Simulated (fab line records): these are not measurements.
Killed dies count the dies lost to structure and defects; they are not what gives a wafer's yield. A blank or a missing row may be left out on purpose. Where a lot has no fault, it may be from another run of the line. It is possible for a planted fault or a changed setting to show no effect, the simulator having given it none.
The tool behind it: which one? :: flow n5-finfet :: Sampling: 15 lots, 45 wafers, 4 of 1938 route steps

## WHAT THE GAUGES READ, wafer by wafer
The record holds no reading of a measuring or inspecting step that can be judged against a usual standard deviation.

## WHAT TOOL EACH LOT RAN ON (gives the tool, then ch and the chambers of the sampled wafers, and finally the start)
lot: L755
N5_BEOL_M7_ETCH_61: rie-diel-02 ch 0,2,3, day 9 08:36
N5_BEOL_M7_STRIP_67: rie-diel-02 ch 0,2,3, day 9 08:48
N5_BEOL_M7_DEVELOP_27: litho-track-03 ch 0, day 9 10:52
N5_BEOL_M7_ETCH_66: rie-diel-03 ch 0,1,3, day 9 11:27

lot: L756
N5_BEOL_M7_ETCH_61: rie-diel-03 ch 0,2,3, day 9 12:28
N5_BEOL_M7_STRIP_67: rie-diel-03 ch 0,2,3, day 9 12:40
N5_BEOL_M7_DEVELOP_27: litho-track-05 ch 0, day 9 13:58
N5_BEOL_M7_ETCH_66: rie-diel-02 ch 0,2,3, day 9 14:13

lot: L757
N5_BEOL_M7_ETCH_61: rie-diel-02 ch 2,3, day 9 15:55
N5_BEOL_M7_STRIP_67: rie-diel-02 ch 2,3, day 9 16:08
N5_BEOL_M7_DEVELOP_27: litho-track-05 ch 0, day 9 16:36
N5_BEOL_M7_ETCH_66: rie-diel-02 ch 1,2,3, day 9 16:55

lot: L759
N5_BEOL_M7_ETCH_61: rie-diel-02 ch 0,1,2, day 9 20:51
N5_BEOL_M7_STRIP_67: rie-diel-02 ch 0,1,2, day 9 21:04
N5_BEOL_M7_DEVELOP_27: litho-track-05 ch 0, day 9 23:35
N5_BEOL_M7_ETCH_66: rie-diel-02 ch 0,1,3, day 9 23:52

lot: L761
N5_BEOL_M7_ETCH_61: rie-diel-05 ch 0,1, day 10 16:57
N5_BEOL_M7_STRIP_67: rie-diel-05 ch 0,1, day 10 17:09
N5_BEOL_M7_DEVELOP_27: litho-track-05 ch 0, day 10 17:56
N5_BEOL_M7_ETCH_66: rie-diel-05 ch 0,1,3, day 10 18:13

lot: L762
N5_BEOL_M7_ETCH_61: rie-diel-05 ch 1,2,3, day 10 20:43
N5_BEOL_M7_STRIP_67: rie-diel-05 ch 1,2,3, day 10 20:55
N5_BEOL_M7_DEVELOP_27: litho-track-05, day 10 22:59
N5_BEOL_M7_ETCH_66: rie-diel-02 ch 0,2,3, day 10 23:17

lot: L763
N5_BEOL_M7_ETCH_61: rie-diel-05 ch 1,2, day 11 10:34
N5_BEOL_M7_STRIP_67: rie-diel-05 ch 1,2, day 11 10:46
N5_BEOL_M7_DEVELOP_27: litho-track-01, day 11 11:23
N5_BEOL_M7_ETCH_66: rie-diel-03 ch 0,1,3, day 11 12:12

lot: L764
N5_BEOL_M7_ETCH_61: rie-diel-05 ch 1,2,3, day 11 13:19
N5_BEOL_M7_STRIP_67: rie-diel-05 ch 1,2,3, day 11 13:31
N5_BEOL_M7_DEVELOP_27: litho-track-01, day 11 14:08
N5_BEOL_M7_ETCH_66: rie-diel-03 ch 0,1, day 11 14:32

lot: L765
N5_BEOL_M7_ETCH_61: rie-diel-03 ch 1,3, day 11 20:59
N5_BEOL_M7_STRIP_67: rie-diel-03 ch 1,3, day 11 21:11
N5_BEOL_M7_DEVELOP_27: litho-track-03 ch 0, day 11 21:43
N5_BEOL_M7_ETCH_66: rie-diel-05 ch 1,2, day 11 22:29

lot: L770
N5_BEOL_M7_ETCH_61: rie-diel-03 ch 1,2,3, day 13 12:10
N5_BEOL_M7_STRIP_67: rie-diel-03 ch 1,2,3, day 13 12:22
N5_BEOL_M7_DEVELOP_27: litho-track-01 ch 0, day 13 13:46
N5_BEOL_M7_ETCH_66: rie-diel-02 ch 0,2, day 13 14:19

lot: L773
N5_BEOL_M7_ETCH_61: rie-diel-02 ch 0,2,3, day 13 19:19
N5_BEOL_M7_STRIP_67: rie-diel-02 ch 0,2,3, day 13 19:32
N5_BEOL_M7_DEVELOP_27: litho-track-03 ch 0, day 13 20:35
N5_BEOL_M7_ETCH_66: rie-diel-03 ch 0,2, day 13 20:51

lot: L774
N5_BEOL_M7_ETCH_61: rie-diel-05 ch 0,2,3, day 13 20:44
N5_BEOL_M7_STRIP_67: rie-diel-05 ch 0,2,3, day 13 20:56
N5_BEOL_M7_DEVELOP_27: litho-track-03 ch 0, day 13 22:02
N5_BEOL_M7_ETCH_66: rie-diel-05 ch 0,1,3, day 13 22:18

lot: L776
N5_BEOL_M7_ETCH_61: rie-diel-05 ch 0,3, day 14 09:00
N5_BEOL_M7_STRIP_67: rie-diel-05 ch 0,3, day 14 09:13
N5_BEOL_M7_DEVELOP_27: litho-track-03 ch 0, day 14 09:56
N5_BEOL_M7_ETCH_66: rie-diel-02 ch 0,1,3, day 14 10:12

lot: L775
N5_BEOL_M7_ETCH_61: rie-diel-05 ch 0,3, day 14 15:49
N5_BEOL_M7_STRIP_67: rie-diel-05 ch 0,3, day 14 16:01
N5_BEOL_M7_DEVELOP_27: litho-track-05 ch 0, day 14 17:34
N5_BEOL_M7_ETCH_66: rie-diel-03 ch 0,2, day 14 17:49

lot: L777
N5_BEOL_M7_ETCH_61: rie-diel-03 ch 0,1,2, day 14 19:10
N5_BEOL_M7_STRIP_67: rie-diel-03 ch 0,1,2, day 14 19:23
N5_BEOL_M7_DEVELOP_27: litho-track-01 ch 0, day 14 20:14
N5_BEOL_M7_ETCH_66: rie-diel-02 ch 0,2, day 14 20:30
- N5_BEOL_M7_ETCH_61: etches SiARC in CF4, target depth 45.5 nm, time 75.8 s.
- N5_BEOL_M7_STRIP_67: strips in CF4.
- N5_BEOL_M7_DEVELOP_27: develop time 30 s.
- N5_BEOL_M7_ETCH_66: etches SOC in N2/H2, target depth 80 nm, overetch 16 nm, time 120 s.

## WHAT THE TOOLS THEMSELVES READ (means of the sampled wafers that have a number; where no wafer has one, the mark that the record gives instead)
N5_BEOL_M7_ETCH_61. Usual: drypump-motor-current-A 5.5 A, standard deviation 0.46; etch-rf-on-time-s 75.6 s, standard deviation 1.1; oes-product-au 0.67 a.u., standard deviation 0.074; rf-vpp-V 184.2 V, standard deviation 1.1; showerhead-plenum-p-Torr 2.16 Torr, standard deviation 0.064; throttle-valve-pct 15.58 %, standard deviation 0.21.
lot: L755
tool: rie-diel-02
drypump-motor-current-A (A): 5.6
etch-rf-on-time-s (s): 75.9
oes-product-au (a.u.): 0.68
rf-vpp-V (V): 185.7
showerhead-plenum-p-Torr (Torr): 2.20
throttle-valve-pct (%): 15.52
flag: 

lot: L756
tool: rie-diel-03
drypump-motor-current-A (A): 5.3
etch-rf-on-time-s (s): 74.6
oes-product-au (a.u.): 0.70
rf-vpp-V (V): 184.6
showerhead-plenum-p-Torr (Torr): 2.16
throttle-valve-pct (%): 15.53
flag: 

lot: L757
tool: rie-diel-02
drypump-motor-current-A (A): 5.4
etch-rf-on-time-s (s): 75.0
oes-product-au (a.u.): 0.64
rf-vpp-V (V): 184.0
showerhead-plenum-p-Torr (Torr): 2.16
throttle-valve-pct (%): 15.72
flag: 

lot: L759
tool: rie-diel-02
drypump-motor-current-A (A): 5.5
etch-rf-on-time-s (s): 75.9
oes-product-au (a.u.): 0.71
rf-vpp-V (V): 184.1
showerhead-plenum-p-Torr (Torr): 2.19
throttle-valve-pct (%): 15.37
flag: 

lot: L761
tool: rie-diel-05
drypump-motor-current-A (A): 5.5
etch-rf-on-time-s (s): 76.7
oes-product-au (a.u.): 0.59
rf-vpp-V (V): 184.3
showerhead-plenum-p-Torr (Torr): 2.16
throttle-valve-pct (%): 15.72
flag: 

lot: L762
tool: rie-diel-05
drypump-motor-current-A (A): 5.6
etch-rf-on-time-s (s): 76.9
oes-product-au (a.u.): 0.60
rf-vpp-V (V): 183.7
showerhead-plenum-p-Torr (Torr): 2.09
throttle-valve-pct (%): 15.76
flag: 

lot: L763
tool: rie-diel-05
drypump-motor-current-A (A): 5.4
etch-rf-on-time-s (s): 77.5
oes-product-au (a.u.): 0.59
rf-vpp-V (V): 184.4
showerhead-plenum-p-Torr (Torr): 2.14
throttle-valve-pct (%): 15.70
flag: 

lot: L764
tool: rie-diel-05
drypump-motor-current-A (A): 5.6
etch-rf-on-time-s (s): 76.1
oes-product-au (a.u.): 0.60
rf-vpp-V (V): 182.8
showerhead-plenum-p-Torr (Torr): 2.09
throttle-valve-pct (%): 15.77
flag: 

lot: L765
tool: rie-diel-03
drypump-motor-current-A (A): 5.4
etch-rf-on-time-s (s): 75.4
oes-product-au (a.u.): 0.62
rf-vpp-V (V): 184.3
showerhead-plenum-p-Torr (Torr): 2.13
throttle-valve-pct (%): 15.65
flag: 

lot: L770
tool: rie-diel-03
drypump-motor-current-A (A): 5.2
etch-rf-on-time-s (s): 75.5
oes-product-au (a.u.): 0.66
rf-vpp-V (V): 184.0
showerhead-plenum-p-Torr (Torr): 2.15
throttle-valve-pct (%): 15.60
flag: 

lot: L773
tool: rie-diel-02
drypump-motor-current-A (A): 5.6
etch-rf-on-time-s (s): 76.1
oes-product-au (a.u.): 0.66
rf-vpp-V (V): 185.3
showerhead-plenum-p-Torr (Torr): 2.19
throttle-valve-pct (%): 15.56
flag: 

lot: L774
tool: rie-diel-05
drypump-motor-current-A (A): 6.1
etch-rf-on-time-s (s): 75.2
oes-product-au (a.u.): 0.75
rf-vpp-V (V): 183.8
showerhead-plenum-p-Torr (Torr): 2.14
throttle-valve-pct (%): 15.64
flag: 

lot: L776
tool: rie-diel-05
drypump-motor-current-A (A): 5.8
etch-rf-on-time-s (s): 75.5
oes-product-au (a.u.): 0.66
rf-vpp-V (V): 183.1
showerhead-plenum-p-Torr (Torr): 2.06
throttle-valve-pct (%): 15.77
flag: 

lot: L775
tool: rie-diel-05
drypump-motor-current-A (A): 6.1
etch-rf-on-time-s (s): 75.3
oes-product-au (a.u.): 0.72
rf-vpp-V (V): 182.5
showerhead-plenum-p-Torr (Torr): 2.08
throttle-valve-pct (%): 15.69
flag: 

lot: L777
tool: rie-diel-03
drypump-motor-current-A (A): 5.2
etch-rf-on-time-s (s): 75.4
oes-product-au (a.u.): 0.68
rf-vpp-V (V): 184.3
showerhead-plenum-p-Torr (Torr): 2.15
throttle-valve-pct (%): 15.55
flag: 

N5_BEOL_M7_STRIP_67. Usual: drypump-motor-current-A 5.5 A, standard deviation 0.46; oes-product-au 0.78 a.u., standard deviation 0.082; rf-vpp-V 271.3 V, standard deviation 1.5; showerhead-plenum-p-Torr 1.80 Torr, standard deviation 0.054; throttle-valve-pct 13.56 %, standard deviation 0.23.
lot: L755
tool: rie-diel-02
drypump-motor-current-A (A): 5.6
oes-product-au (a.u.): 0.80
rf-vpp-V (V): 272.0
showerhead-plenum-p-Torr (Torr): 1.85
throttle-valve-pct (%): 13.50
flag: 

lot: L756
tool: rie-diel-03
drypump-motor-current-A (A): 5.2
oes-product-au (a.u.): 0.81
rf-vpp-V (V): 271.8
showerhead-plenum-p-Torr (Torr): 1.80
throttle-valve-pct (%): 13.49
flag: 

lot: L757
tool: rie-diel-02
drypump-motor-current-A (A): 5.4
oes-product-au (a.u.): 0.75
rf-vpp-V (V): 271.7
showerhead-plenum-p-Torr (Torr): 1.81
throttle-valve-pct (%): 13.72
flag: 

lot: L759
tool: rie-diel-02
drypump-motor-current-A (A): 5.5
oes-product-au (a.u.): 0.83
rf-vpp-V (V): 271.9
showerhead-plenum-p-Torr (Torr): 1.83
throttle-valve-pct (%): 13.36
flag: 

lot: L761
tool: rie-diel-05
drypump-motor-current-A (A): 5.5
oes-product-au (a.u.): 0.70
rf-vpp-V (V): 271.3
showerhead-plenum-p-Torr (Torr): 1.81
throttle-valve-pct (%): 13.71
flag: 

lot: L762
tool: rie-diel-05
drypump-motor-current-A (A): 5.6
oes-product-au (a.u.): 0.71
rf-vpp-V (V): 269.9
showerhead-plenum-p-Torr (Torr): 1.75
throttle-valve-pct (%): 13.76
flag: 

lot: L763
tool: rie-diel-05
drypump-motor-current-A (A): 5.5
oes-product-au (a.u.): 0.70
rf-vpp-V (V): 270.9
showerhead-plenum-p-Torr (Torr): 1.79
throttle-valve-pct (%): 13.72
flag: 

lot: L764
tool: rie-diel-05
drypump-motor-current-A (A): 5.7
oes-product-au (a.u.): 0.71
rf-vpp-V (V): 270.8
showerhead-plenum-p-Torr (Torr): 1.75
throttle-valve-pct (%): 13.77
flag: 

lot: L765
tool: rie-diel-03
drypump-motor-current-A (A): 5.4
oes-product-au (a.u.): 0.73
rf-vpp-V (V): 270.8
showerhead-plenum-p-Torr (Torr): 1.78
throttle-valve-pct (%): 13.62
flag: 

lot: L770
tool: rie-diel-03
drypump-motor-current-A (A): 5.2
oes-product-au (a.u.): 0.77
rf-vpp-V (V): 269.6
showerhead-plenum-p-Torr (Torr): 1.80
throttle-valve-pct (%): 13.56
flag: 

lot: L773
tool: rie-diel-02
drypump-motor-current-A (A): 5.6
oes-product-au (a.u.): 0.77
rf-vpp-V (V): 271.2
showerhead-plenum-p-Torr (Torr): 1.84
throttle-valve-pct (%): 13.55
flag: 

lot: L774
tool: rie-diel-05
drypump-motor-current-A (A): 6.1
oes-product-au (a.u.): 0.86
rf-vpp-V (V): 271.5
showerhead-plenum-p-Torr (Torr): 1.79
throttle-valve-pct (%): 13.59
flag: 

lot: L776
tool: rie-diel-05
drypump-motor-current-A (A): 5.8
oes-product-au (a.u.): 0.78
rf-vpp-V (V): 269.7
showerhead-plenum-p-Torr (Torr): 1.72
throttle-valve-pct (%): 13.71
flag: 

lot: L775
tool: rie-diel-05
drypump-motor-current-A (A): 6.1
oes-product-au (a.u.): 0.84
rf-vpp-V (V): 269.6
showerhead-plenum-p-Torr (Torr): 1.74
throttle-valve-pct (%): 13.63
flag: 

lot: L777
tool: rie-diel-03
drypump-motor-current-A (A): 5.2
oes-product-au (a.u.): 0.79
rf-vpp-V (V): 271.6
showerhead-plenum-p-Torr (Torr): 1.80
throttle-valve-pct (%): 13.52
flag: 

N5_BEOL_M7_DEVELOP_27. Usual: chill-plate-temp-C 23.01 C, standard deviation 0.1; developer-temp-C 23.00 C, standard deviation 0.1.
lot: L755
tool: litho-track-03
chill-plate-temp-C (C): 22.98
developer-temp-C (C): 22.92
flag: 

lot: L756
tool: litho-track-05
chill-plate-temp-C (C): 23.09
developer-temp-C (C): 22.97
flag: 

lot: L757
tool: litho-track-05
chill-plate-temp-C (C): 23.02
developer-temp-C (C): 22.97
flag: 

lot: L759
tool: litho-track-05
chill-plate-temp-C (C): 23.05
developer-temp-C (C): 23.03
flag: 

lot: L761
tool: litho-track-05
chill-plate-temp-C (C): 23.00
developer-temp-C (C): 22.94
flag: 

lot: L762
tool: litho-track-05
chill-plate-temp-C (C): -
developer-temp-C (C): -
flag: OFF

lot: L763
tool: litho-track-01
chill-plate-temp-C (C): -
developer-temp-C (C): -
flag: OFF

lot: L764
tool: litho-track-01
chill-plate-temp-C (C): -
developer-temp-C (C): -
flag: OFF

lot: L765
tool: litho-track-03
chill-plate-temp-C (C): 22.90
developer-temp-C (C): 22.92
flag: 

lot: L770
tool: litho-track-01
chill-plate-temp-C (C): 23.06
developer-temp-C (C): 22.96
flag: 

lot: L773
tool: litho-track-03
chill-plate-temp-C (C): 23.26
developer-temp-C (C): 23.17
flag: 

lot: L774
tool: litho-track-03
chill-plate-temp-C (C): 23.00
developer-temp-C (C): 22.87
flag: 

lot: L776
tool: litho-track-03
chill-plate-temp-C (C): 23.01
developer-temp-C (C): 22.97
flag: 

lot: L775
tool: litho-track-05
chill-plate-temp-C (C): 22.95
developer-temp-C (C): 23.10
flag: 

lot: L777
tool: litho-track-01
chill-plate-temp-C (C): 23.07
developer-temp-C (C): 23.00
flag: 

N5_BEOL_M7_ETCH_66. Usual: drypump-motor-current-A 5.6 A, standard deviation 0.46; oes-product-au 0.60 a.u., standard deviation 0.067; rf-vpp-V 523.8 V, standard deviation 2.5; showerhead-plenum-p-Torr 2.54 Torr, standard deviation 0.083; temp-c 39.99 C, standard deviation 0.11; throttle-valve-pct 17.79 %, standard deviation 0.25.
lot: L755
tool: rie-diel-03
drypump-motor-current-A (A): 5.4
oes-product-au (a.u.): 0.59
rf-vpp-V (V): 524.7
showerhead-plenum-p-Torr (Torr): 2.55
temp-c (C): 39.98
throttle-valve-pct (%): 17.72
flag: 

lot: L756
tool: rie-diel-02
drypump-motor-current-A (A): 5.6
oes-product-au (a.u.): 0.61
rf-vpp-V (V): 526.2
showerhead-plenum-p-Torr (Torr): 2.62
temp-c (C): 39.97
throttle-valve-pct (%): 17.63
flag: 

lot: L757
tool: rie-diel-02
drypump-motor-current-A (A): 5.5
oes-product-au (a.u.): 0.60
rf-vpp-V (V): 526.4
showerhead-plenum-p-Torr (Torr): 2.58
temp-c (C): 39.99
throttle-valve-pct (%): 17.75
flag: 

lot: L759
tool: rie-diel-02
drypump-motor-current-A (A): 5.7
oes-product-au (a.u.): 0.63
rf-vpp-V (V): 526.5
showerhead-plenum-p-Torr (Torr): 2.63
temp-c (C): 39.98
throttle-valve-pct (%): 17.49
flag: 

lot: L761
tool: rie-diel-05
drypump-motor-current-A (A): 5.6
oes-product-au (a.u.): 0.55
rf-vpp-V (V): 522.2
showerhead-plenum-p-Torr (Torr): 2.52
temp-c (C): 40.00
throttle-valve-pct (%): 17.98
flag: 

lot: L762
tool: rie-diel-02
drypump-motor-current-A (A): 5.6
oes-product-au (a.u.): 0.60
rf-vpp-V (V): 525.7
showerhead-plenum-p-Torr (Torr): 2.61
temp-c (C): 40.03
throttle-valve-pct (%): 17.65
flag: 

lot: L763
tool: rie-diel-03
drypump-motor-current-A (A): 5.5
oes-product-au (a.u.): 0.58
rf-vpp-V (V): 524.3
showerhead-plenum-p-Torr (Torr): 2.54
temp-c (C): 40.02
throttle-valve-pct (%): 17.75
flag: 

lot: L764
tool: rie-diel-03
drypump-motor-current-A (A): 5.5
oes-product-au (a.u.): 0.60
rf-vpp-V (V): 523.7
showerhead-plenum-p-Torr (Torr): 2.56
temp-c (C): 40.02
throttle-valve-pct (%): 17.73
flag: 

lot: L765
tool: rie-diel-05
drypump-motor-current-A (A): 5.9
oes-product-au (a.u.): 0.52
rf-vpp-V (V): 522.7
showerhead-plenum-p-Torr (Torr): 2.47
temp-c (C): 40.09
throttle-valve-pct (%): 18.07
flag: 

lot: L770
tool: rie-diel-02
drypump-motor-current-A (A): 5.4
oes-product-au (a.u.): 0.60
rf-vpp-V (V): 524.3
showerhead-plenum-p-Torr (Torr): 2.58
temp-c (C): 39.91
throttle-valve-pct (%): 17.76
flag: 

lot: L773
tool: rie-diel-03
drypump-motor-current-A (A): 5.3
oes-product-au (a.u.): 0.61
rf-vpp-V (V): 524.1
showerhead-plenum-p-Torr (Torr): 2.56
temp-c (C): 40.01
throttle-valve-pct (%): 17.79
flag: 

lot: L774
tool: rie-diel-05
drypump-motor-current-A (A): 5.7
oes-product-au (a.u.): 0.60
rf-vpp-V (V): 522.0
showerhead-plenum-p-Torr (Torr): 2.50
temp-c (C): 39.93
throttle-valve-pct (%): 17.88
flag: 

lot: L776
tool: rie-diel-02
drypump-motor-current-A (A): 5.7
oes-product-au (a.u.): 0.61
rf-vpp-V (V): 526.1
showerhead-plenum-p-Torr (Torr): 2.62
temp-c (C): 40.07
throttle-valve-pct (%): 17.53
flag: 

lot: L775
tool: rie-diel-03
drypump-motor-current-A (A): 5.3
oes-product-au (a.u.): 0.61
rf-vpp-V (V): 523.7
showerhead-plenum-p-Torr (Torr): 2.56
temp-c (C): 39.95
throttle-valve-pct (%): 17.80
flag: 

lot: L777
tool: rie-diel-02
drypump-motor-current-A (A): 5.4
oes-product-au (a.u.): 0.59
rf-vpp-V (V): 524.0
showerhead-plenum-p-Torr (Torr): 2.57
temp-c (C): 40.04
throttle-valve-pct (%): 17.78
flag: 

## THE ANSWER, worked out from the rows above alone
Rule: a lot is off if the mean of its wafers that have a number lies more than 3 standard deviations from the usual mean. A lot without any number at a reading at which 4 lots or more have one is off too. Where the step has rows for the other lots, those lots are counted as sound. First the gauges in route order, then the tools' own readings, where a lot's mean is used as printed above. The first step at which some lot is off is used, and at that step the reading that is off furthest; a lot without a number counts as furthest.
Off, at N5_BEOL_M7_DEVELOP_27 on chill-plate-temp-C: L762, L763, L764. Without a number there: L762, L763, L764.
If a tool, at that step or one of the process steps before it, ran each lot that is off and ran no sound lot following the first of them, it fits. Of those tried, none fits.

## WHAT WAS PUT IN BY THE SIMULATOR
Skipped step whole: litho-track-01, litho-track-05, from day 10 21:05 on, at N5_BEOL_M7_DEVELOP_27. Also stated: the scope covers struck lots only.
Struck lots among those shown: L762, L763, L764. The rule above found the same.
